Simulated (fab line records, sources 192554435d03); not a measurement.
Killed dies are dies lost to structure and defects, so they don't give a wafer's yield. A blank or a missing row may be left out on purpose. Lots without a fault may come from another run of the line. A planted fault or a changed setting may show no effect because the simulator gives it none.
Split-lot experiment | flow n5_finfet | 7 lots, 21 wafers read, on a route of 1938 steps

THE SPLIT
At N5_MOL_CONTACT_COAG_EXPOSE_37 (exposes mask VD, defocus 0 nm), the setting dose_mj was moved away from the recipe's 62 on 9 of the 21 wafers read, by -5.5% to +6.8%. The other wafers ran this setting at the recipe's value.

FROM THE SPLIT TO THE READING: what the file shows between them, 8 steps
- N5_MOL_CONTACT_COAG_PEB_38: peb time 60 s
- N5_MOL_CONTACT_COAG_DEVELOP_39: develop time 30 s
- N5_MOL_CONTACT_COAG_CD_MEAS_40: target cd 25.1 nm
- N5_MOL_CONTACT_COAG_ALD_133: deposits SiO2, target thk 5 nm, pulse time 1 s, co reactant pulse time 1 s (also split here: ald_cycles)
- N5_MOL_CONTACT_COAG_ETCHBACK_134: etches SiO2 in CHF3, target depth 10 nm, time 6.7 s
- N5_MOL_CONTACT_COAG_ETCH_67: etches SOC in N2/H2, target depth 60 nm, overetch 21 nm, time 101.2 s
- N5_MOL_CONTACT_COAG_PRECLEAN_138: cleans in alkaline clean, time 60 s
- N5_MOL_CONTACT_COAG_SRD_139: time 30 s

THE READING
cd_nm, in nm, at N5_MOL_CONTACT_COAG_CD_MEAS_101 (target cd 16 nm). Fault-free wafers of this fab line usually give 15.91 nm, standard deviation 0.29 nm.

wafer  | tool, chamber at the split | dose_mj as run | against the recipe | cd_nm, nm | against lot-mates on the recipe
L075.2 | euv_scanner-02, 0          | 62             | recipe             | 15.81     | -
L075.3 | euv_scanner-02, 0          | 65.65          | +5.9%              | 16.82     | +1.01
L075.5 | euv_scanner-02, 0          | 65.65          | +5.9%              | 16.88     | +1.07
L077.1 | euv_scanner-02, 0          | 62             | recipe             | 16.19     | -
L077.2 | euv_scanner-02, 0          | 66.23          | +6.8%              | 17.21     | +1.02
L077.3 | euv_scanner-02, 0          | 66.23          | +6.8%              | 17.18     | +0.99
L081.3 | euv_scanner-02, 0          | 63.3           | +2.1%              | 16.41     | +0.83
L081.5 | euv_scanner-02, 0          | 62             | recipe             | 15.75     | -
L081.6 | euv_scanner-02, 0          | 62             | recipe             | 15.41     | -
L085.1 | euv_scanner-02, 0          | 62             | recipe             | 16.32     | -
L085.3 | euv_scanner-02, 0          | 62             | recipe             | 16.41     | -
L085.4 | euv_scanner-02, 0          | 62             | recipe             | 16.34     | -
L090.2 | euv_scanner-02, 0          | 62             | recipe             | 15.98     | -
L090.4 | euv_scanner-02, 0          | 62             | recipe             | 15.90     | -
L090.6 | euv_scanner-02, 0          | 62             | recipe             | 15.73     | -
L092.1 | euv_scanner-02, 0          | 58.59          | -5.5%              | 15.06     | -0.86
L092.4 | euv_scanner-02, 0          | 58.59          | -5.5%              | 14.84     | -1.08
L092.6 | euv_scanner-02, 0          | 62             | recipe             | 15.92     | -
L097.1 | euv_scanner-02, 0          | 59.08          | -4.7%              | 14.60     | -1.24
L097.2 | euv_scanner-02, 0          | 59.08          | -4.7%              | 14.75     | -1.09
L097.3 | euv_scanner-02, 0          | 62             | recipe             | 15.84     | -

THE FIT
A straight line over all 21 wafers: cd_nm changes by +0.191 nm for each +1% of dose_mj; r = +0.94; the points scatter about the line by 0.27 nm.
The same after taking each lot's own level away (the mean of its wafers on the recipe; 21 wafers): +0.182 nm for each +1%; r = +0.97; scatter 0.18 nm.
On that fit, the largest move of dose_mj shifts the reading by 1.2 nm.
The lots' own levels span 15.580 to 16.357 nm, that is 2.7 times the standard deviation above.
So the lot-to-lot level changes the slope little: the two slopes agree.
Check: with one of the wafers moved furthest among these (+6.8%) left out of the fit, the line predicts +1.26 nm for it against its lot-mates. It came out at +1.02 nm against them.

OTHER SPLITS ON THESE WAFERS
These wafers also went through other splits before the reading. Each is held against what the fit with the lots' levels taken away leaves over:
other split on the same wafers         | wafers away from the commonest value | r with cd_nm (lot level and that fit taken away)
N5_GATE_CUT_DESCUM_18 time_s           | 6                                    | -0.04
N5_MOL_CONTACT_COAG_ALD_133 ald_cycles | 9                                    | +0.02

THE WHOLE CHAIN: every reading that the file lists as answering this split, in the file's order
step                            | what it does      | reading | change (the file's fit)               | r (the file's)
N5_MOL_CONTACT_COAG_CD_MEAS_40  | target cd 25.1 nm | cd_nm   | +0.173 nm for each +1% of the setting | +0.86
N5_MOL_CONTACT_COAG_CD_MEAS_101 | target cd 16 nm   | cd_nm   | +0.185 nm for each +1% of the setting | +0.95

THE FILE'S OWN FIT
cd_nm changes by +0.185 nm for each +1% of dose_mj, r = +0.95.
